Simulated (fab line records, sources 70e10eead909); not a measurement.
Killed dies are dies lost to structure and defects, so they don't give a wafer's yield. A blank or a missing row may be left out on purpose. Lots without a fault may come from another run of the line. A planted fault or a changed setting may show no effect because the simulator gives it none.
Which tool did it? | flow nand_harc | 24 lots, 72 wafers sampled, at 5 steps of a route of 1302

WHAT THE GAUGES READ, wafer by wafer
NHARC_P_CONTACT_INSPECT_27. Usual: raw_defect_count 291, standard deviation 110.
lot  | measured     | on                | raw_defect_count | flag
L074 | day 6 04:46  | defect_inspect-01 | 139 195 252      |
L075 | day 6 09:13  | defect_inspect-01 | 240 256 373      |
L076 | day 6 18:31  | defect_inspect-01 | 275 242 457      |
L077 | day 7 05:12  | defect_inspect-01 | 158 262 177      |
L078 | day 7 23:24  | defect_inspect-01 | 307 475 486      |
L079 | day 8 02:23  | defect_inspect-01 | 211 187 164      |
L080 | day 8 14:42  | defect_inspect-02 | 292 420 518      |
L081 | day 8 21:48  | defect_inspect-01 | 126 195 138      |
L082 | day 9 13:00  | defect_inspect-01 | 235 162 230      |
L083 | day 9 13:23  | defect_inspect-01 | 291 216 264      |
L084 | day 10 09:37 | defect_inspect-02 | 290 185 116      |
L085 | day 10 22:04 | defect_inspect-01 | 361 584 427      |
L086 | day 11 00:28 | defect_inspect-01 | 234 240 219      |
L087 | day 11 10:00 | defect_inspect-02 | 405 437 259      |
L088 | day 12 02:25 | defect_inspect-02 | 487 557 474      |
L089 | day 12 01:26 | defect_inspect-02 | 136 139 143      |
L090 | day 13 01:17 | defect_inspect-01 | 209 270 293      |
L091 | day 13 03:44 | defect_inspect-01 | 506 270 568      |
L092 | day 13 20:55 | defect_inspect-02 | 378 278 405      |
L093 | day 14 05:18 | defect_inspect-02 | 375 337 210      |
L095 | day 14 15:50 | defect_inspect-02 | 170 151 255      |
L094 | day 14 16:43 | defect_inspect-01 | 289 203 348      |
L096 | day 15 02:29 | defect_inspect-01 | 281 260 466      |
L097 | day 15 16:34 | defect_inspect-02 | 282 221 336      |

NHARC_P_M0_INSPECT_11. Usual: raw_defect_count 5, standard deviation 3.1.
lot  | measured     | on                | raw_defect_count | flag
L074 | day 6 05:40  | defect_inspect-01 | 2 4 1            |
L075 | day 6 10:14  | defect_inspect-01 | 4 6 6            |
L076 | day 6 19:32  | defect_inspect-02 | 6 6 2            |
L077 | day 7 06:14  | defect_inspect-01 | 9 11 9           |
L078 | day 8 00:18  | defect_inspect-01 | 7 3 5            |
L079 | day 8 03:25  | defect_inspect-01 | 1 4 7            |
L080 | day 8 15:35  | defect_inspect-02 | 2 8 4            |
L081 | day 8 22:49  | defect_inspect-02 | 16 10 5          |
L082 | day 9 14:02  | defect_inspect-02 | 3 5 5            |
L083 | day 9 14:26  | defect_inspect-02 | 7 5 6            |
L084 | day 10 10:31 | defect_inspect-01 | 5 3 1            |
L085 | day 10 22:58 | defect_inspect-02 | 3 1 6            |
L086 | day 11 01:22 | defect_inspect-02 | 2 2 2            |
L087 | day 11 11:02 | defect_inspect-02 | 5 2 3            |
L088 | day 12 03:19 | defect_inspect-02 | 2 3 4            |
L089 | day 12 02:20 | defect_inspect-01 | 0 0 2            |
L090 | day 13 02:18 | defect_inspect-01 | 6 4 4            |
L091 | day 13 04:47 | defect_inspect-02 | 3 4 2            |
L092 | day 13 21:56 | defect_inspect-01 | 2 5 1            |
L093 | day 14 06:40 | defect_inspect-01 | 6 5 7            |
L095 | day 14 16:52 | defect_inspect-02 | 11 6 5           |
L094 | day 14 17:58 | defect_inspect-02 | 7 8 9            |
L096 | day 15 03:31 | defect_inspect-02 | 2 6 2            |
L097 | day 15 17:29 | defect_inspect-02 | 10 6 8           |

WHICH TOOL RAN EACH LOT (tool, then ch and the chambers of the sampled wafers, then the start)
lot  | NHARC_P_GATE_ETCH_114                         | NHARC_P_GATE_STRIP_75                | NHARC_P_GATE_STRIP_113
L074 | rie_diel-04 ch 0,2, day 5 18:01 or earlier    | plasma_asher-02 ch 0,1, day 5 18:01  | plasma_asher-02 ch 0,1, day 5 21:15
L075 | rie_diel-04 ch 1,2, day 5 22:41 or earlier    | plasma_asher-01 ch 0,1, day 5 22:41  | plasma_asher-01 ch 0,1, day 6 01:45
L076 | rie_diel-07 ch 1,2,3, day 6 07:55 or earlier  | plasma_asher-01 ch 0,1, day 6 07:55  | plasma_asher-02 ch 0,1, day 6 11:05
L077 | rie_diel-04 ch 0,1, day 6 18:38 or earlier    | plasma_asher-02 ch 0,1, day 6 18:38  | plasma_asher-02 ch 0,1, day 6 21:54
L078 | rie_diel-04 ch 1,2, day 7 13:15 or earlier    | plasma_asher-02 ch 0,1, day 7 13:15  | plasma_asher-01 ch 0,1, day 7 16:29
L079 | rie_diel-04 ch 2,3, day 7 15:53 or earlier    | plasma_asher-01 ch 0,1, day 7 15:53  | plasma_asher-01 ch 0,1, day 7 19:04
L080 | rie_diel-04 ch 0,1,2, day 8 03:31 or earlier  | plasma_asher-02 ch 0, day 8 03:31    | plasma_asher-02 ch 0,1, day 8 07:07
L081 | rie_diel-07 ch 0,2,3, day 8 10:53 or earlier  | plasma_asher-02 ch 0, day 8 10:53    | plasma_asher-01 ch 0,1, day 8 13:56
L082 | rie_diel-07 ch 1,2,3, day 9 02:22 or earlier  | plasma_asher-01 ch 0,1, day 9 02:22  | plasma_asher-01 ch 0,1, day 9 05:34
L083 | rie_diel-09 ch 0,1, day 9 02:47 or earlier    | plasma_asher-02 ch 0,1, day 9 02:47  | plasma_asher-02 ch 0,1, day 9 06:05
L084 | rie_diel-07 ch 1,3, day 9 23:08 or earlier    | plasma_asher-02 ch 0,1, day 9 23:08  | plasma_asher-01 ch 0,1, day 10 02:25
L085 | rie_diel-09 ch 0,1,2, day 10 10:55 or earlier | plasma_asher-02 ch 0,1, day 10 10:55 | plasma_asher-01 ch 0,1, day 10 14:11
L086 | rie_diel-07 ch 0,2,3, day 10 13:07 or earlier | plasma_asher-02 ch 0,1, day 10 13:07 | plasma_asher-02 ch 0,1, day 10 16:09
L087 | rie_diel-07 ch 0,1, day 10 23:25 or earlier   | plasma_asher-02 ch 0,1, day 10 23:25 | plasma_asher-02 ch 0,1, day 11 02:57
L088 | rie_diel-07 ch 0,2,3, day 11 15:19 or earlier | plasma_asher-01 ch 0,1, day 11 15:19 | plasma_asher-02 ch 0,1, day 11 18:50
L089 | rie_diel-04 ch 0,1,3, day 11 14:59 or earlier | plasma_asher-01 ch 0,1, day 11 14:59 | plasma_asher-01 ch 0,1, day 11 18:13
L090 | rie_diel-07 ch 2,3, day 12 14:41 or earlier   | plasma_asher-01 ch 0,1, day 12 14:41 | plasma_asher-02 ch 0,1, day 12 17:44
L091 | rie_diel-04 ch 1,2,3, day 12 16:31 or earlier | plasma_asher-01 ch 0,1, day 12 16:31 | plasma_asher-01 ch 0,1, day 12 19:41
L092 | rie_diel-07 ch 0,1,2, day 13 10:35 or earlier | plasma_asher-02 ch 0,1, day 13 10:35 | plasma_asher-01 ch 0,1, day 13 13:37
L093 | rie_diel-09 ch 0,1,3, day 13 18:43 or earlier | plasma_asher-01 ch 0,1, day 13 18:43 | plasma_asher-02 ch 0,1, day 13 22:01
L095 | rie_diel-07 ch 0,2, day 14 05:26 or earlier   | plasma_asher-01 ch 0,1, day 14 05:26 | plasma_asher-02 ch 0,1, day 14 08:30
L094 | rie_diel-07 ch 1,3, day 14 06:05 or earlier   | plasma_asher-02 ch 0,1, day 14 06:05 | plasma_asher-02 ch 1, day 14 09:24
L096 | rie_diel-07 ch 1,3, day 14 15:55 or earlier   | plasma_asher-01 ch 0,1, day 14 15:55 | plasma_asher-01 ch 0,1, day 14 19:05
L097 | rie_diel-09 ch 0,1,3, day 15 06:07 or earlier | plasma_asher-01 ch 0,1, day 15 06:07 | plasma_asher-02 ch 0,1, day 15 09:17
- NHARC_P_GATE_ETCH_114: etches the open film in CF4/O2, target depth 30 nm, overetch 3 nm, time 16.5 s.
- NHARC_P_GATE_STRIP_75: strips in O2.
- NHARC_P_GATE_STRIP_113: strips in N2/H2, time 740 s.

WHAT THE TOOLS THEMSELVES READ (means of the sampled wafers that have a number; where no wafer has one, the mark that the record gives instead)
NHARC_P_GATE_ETCH_114. Usual: chamber_pressure_mTorr 29.997 mTorr, standard deviation 0.027; drypump_motor_current_A 5.5 A, standard deviation 0.31; oes_product_au 0.997 a.u., standard deviation 0.0083; rf_vpp_V 197.8 V, standard deviation 1.3; showerhead_plenum_p_Torr 1.34 Torr, standard deviation 0.051; throttle_valve_pct 13.395 %, standard deviation 0.0098.
lot  | tool        | chamber_pressure_mTorr (mTorr) | drypump_motor_current_A (A) | oes_product_au (a.u.) | rf_vpp_V (V) | showerhead_plenum_p_Torr (Torr) | throttle_valve_pct (%) | flag
L074 | rie_diel-04 | 30.034                         | 5.7                         | 0.990                 | 198.3        | 1.34                            | 13.400                 |
L075 | rie_diel-04 | 30.004                         | 5.7                         | 0.995                 | 199.4        | 1.37                            | 13.392                 |
L076 | rie_diel-07 | 30.047                         | 5.2                         | 0.996                 | 198.3        | 1.35                            | 13.394                 |
L077 | rie_diel-04 | 30.004                         | 5.8                         | 1.000                 | 198.9        | 1.35                            | 13.401                 |
L078 | rie_diel-04 | 30.014                         | 5.7                         | 0.989                 | 198.5        | 1.37                            | 13.397                 |
L079 | rie_diel-04 | 30.014                         | 5.5                         | 0.990                 | 198.8        | 1.37                            | 13.388                 |
L080 | rie_diel-04 | 29.986                         | 5.7                         | 1.001                 | 198.4        | 1.35                            | 13.387                 |
L081 | rie_diel-07 | 29.990                         | 5.3                         | 1.000                 | 199.5        | 1.38                            | 13.396                 |
L082 | rie_diel-07 | 29.988                         | 5.2                         | 0.994                 | 198.6        | 1.35                            | 13.399                 |
L083 | rie_diel-09 | 29.958                         | 5.7                         | 1.001                 | 197.0        | 1.27                            | 13.391                 |
L084 | rie_diel-07 | 30.024                         | 5.3                         | 0.991                 | 197.6        | 1.31                            | 13.396                 |
L085 | rie_diel-09 | 30.003                         | 5.8                         | 1.002                 | 196.4        | 1.26                            | 13.391                 |
L086 | rie_diel-07 | 30.011                         | 5.3                         | 0.995                 | 198.9        | 1.38                            | 13.389                 |
L087 | rie_diel-07 | 30.004                         | 5.5                         | 0.987                 | 197.5        | 1.30                            | 13.394                 |
L088 | rie_diel-07 | 29.968                         | 5.3                         | 0.999                 | 198.8        | 1.38                            | 13.396                 |
L089 | rie_diel-04 | 29.985                         | 5.7                         | 0.998                 | 198.0        | 1.36                            | 13.398                 |
L090 | rie_diel-07 | 29.995                         | 5.1                         | 0.991                 | 198.1        | 1.39                            | 13.394                 |
L091 | rie_diel-04 | 29.985                         | 5.6                         | 1.000                 | 197.9        | 1.37                            | 13.403                 |
L092 | rie_diel-07 | 29.991                         | 5.4                         | 0.989                 | 197.1        | 1.34                            | 13.405                 |
L093 | rie_diel-09 | 29.988                         | 5.9                         | 1.005                 | 196.5        | 1.27                            | 13.390                 |
L095 | rie_diel-07 | 29.989                         | 5.2                         | 0.998                 | 199.1        | 1.38                            | 13.392                 |
L094 | rie_diel-07 | 29.999                         | 5.3                         | 1.004                 | 196.5        | 1.31                            | 13.400                 |
L096 | rie_diel-07 | 29.997                         | 5.3                         | 1.001                 | 195.8        | 1.31                            | 13.385                 |
L097 | rie_diel-09 | 29.978                         | 5.9                         | 0.998                 | 196.0        | 1.27                            | 13.406                 |

NHARC_P_GATE_STRIP_75. Usual: drypump_motor_current_A 5.93 A, standard deviation 0.29; heater_power_w 340 W, standard deviation 26.
lot  | tool            | drypump_motor_current_A (A) | heater_power_w (W) | flag
L074 | plasma_asher-02 | 5.69                        | 316                |
L075 | plasma_asher-01 | 6.03                        | 370                |
L076 | plasma_asher-01 | 6.07                        | 363                |
L077 | plasma_asher-02 | 5.94                        | 310                |
L078 | plasma_asher-02 | 5.69                        | 314                |
L079 | plasma_asher-01 | 6.03                        | 365                |
L080 | plasma_asher-02 | 6.20                        | 324                |
L081 | plasma_asher-02 | 6.21                        | 319                |
L082 | plasma_asher-01 | 6.06                        | 367                |
L083 | plasma_asher-02 | 5.69                        | 313                |
L084 | plasma_asher-02 | 5.69                        | 314                |
L085 | plasma_asher-02 | 5.94                        | 321                |
L086 | plasma_asher-02 | 5.70                        | 309                |
L087 | plasma_asher-02 | 5.69                        | 315                |
L088 | plasma_asher-01 | 6.07                        | 364                |
L089 | plasma_asher-01 | 6.03                        | 369                |
L090 | plasma_asher-01 | 6.02                        | 372                |
L091 | plasma_asher-01 | 6.04                        | 366                |
L092 | plasma_asher-02 | 5.68                        | 310                |
L093 | plasma_asher-01 | 6.07                        | 361                |
L095 | plasma_asher-01 | 6.04                        | 364                |
L094 | plasma_asher-02 | 5.94                        | 321                |
L096 | plasma_asher-01 | 6.05                        | 366                |
L097 | plasma_asher-01 | 6.07                        | 361                |

NHARC_P_GATE_STRIP_113. Usual: drypump_motor_current_A 5.9 A, standard deviation 0.31; heater_power_w 90 W, standard deviation 7.4.
lot  | tool            | drypump_motor_current_A (A) | heater_power_w (W) | flag
L074 | plasma_asher-02 | 5.7                         | 83                 |
L075 | plasma_asher-01 | 6.1                         | 97                 |
L076 | plasma_asher-02 | 5.9                         | 85                 |
L077 | plasma_asher-02 | 5.7                         | 83                 |
L078 | plasma_asher-01 | 6.1                         | 98                 |
L079 | plasma_asher-01 | 6.1                         | 96                 |
L080 | plasma_asher-02 | 5.7                         | 84                 |
L081 | plasma_asher-01 | 6.1                         | 97                 |
L082 | plasma_asher-01 | 6.0                         | 98                 |
L083 | plasma_asher-02 | 5.7                         | 84                 |
L084 | plasma_asher-01 | 6.1                         | 97                 |
L085 | plasma_asher-01 | 6.0                         | 100                |
L086 | plasma_asher-02 | 5.9                         | 85                 |
L087 | plasma_asher-02 | 5.9                         | 85                 |
L088 | plasma_asher-02 | 5.7                         | 81                 |
L089 | plasma_asher-01 | 6.1                         | 96                 |
L090 | plasma_asher-02 | 5.7                         | 82                 |
L091 | plasma_asher-01 | 6.1                         | 97                 |
L092 | plasma_asher-01 | 6.0                         | 99                 |
L093 | plasma_asher-02 | 5.9                         | 84                 |
L095 | plasma_asher-02 | 5.9                         | 86                 |
L094 | plasma_asher-02 | 5.4                         | 82                 |
L096 | plasma_asher-01 | 6.1                         | 97                 |
L097 | plasma_asher-02 | 5.9                         | 86                 |

THE ANSWER, worked out from the rows above alone
Rule: a lot is off if the mean of its wafers that have a number lies more than 3 standard deviations from the usual mean. A lot without any number at a reading at which 4 lots or more have one is off too. The other lots that the step has rows for count as sound. The gauges are gone through in route order, then the tools' own readings, and for those a lot's mean is taken as printed above. The first step at which some lot is off is used, and at that step the reading that is off furthest; a lot without a number counts as furthest.
No lot is off at any reading shown: from this, nothing can be told.

WHAT THE SIMULATOR HAD PUT IN
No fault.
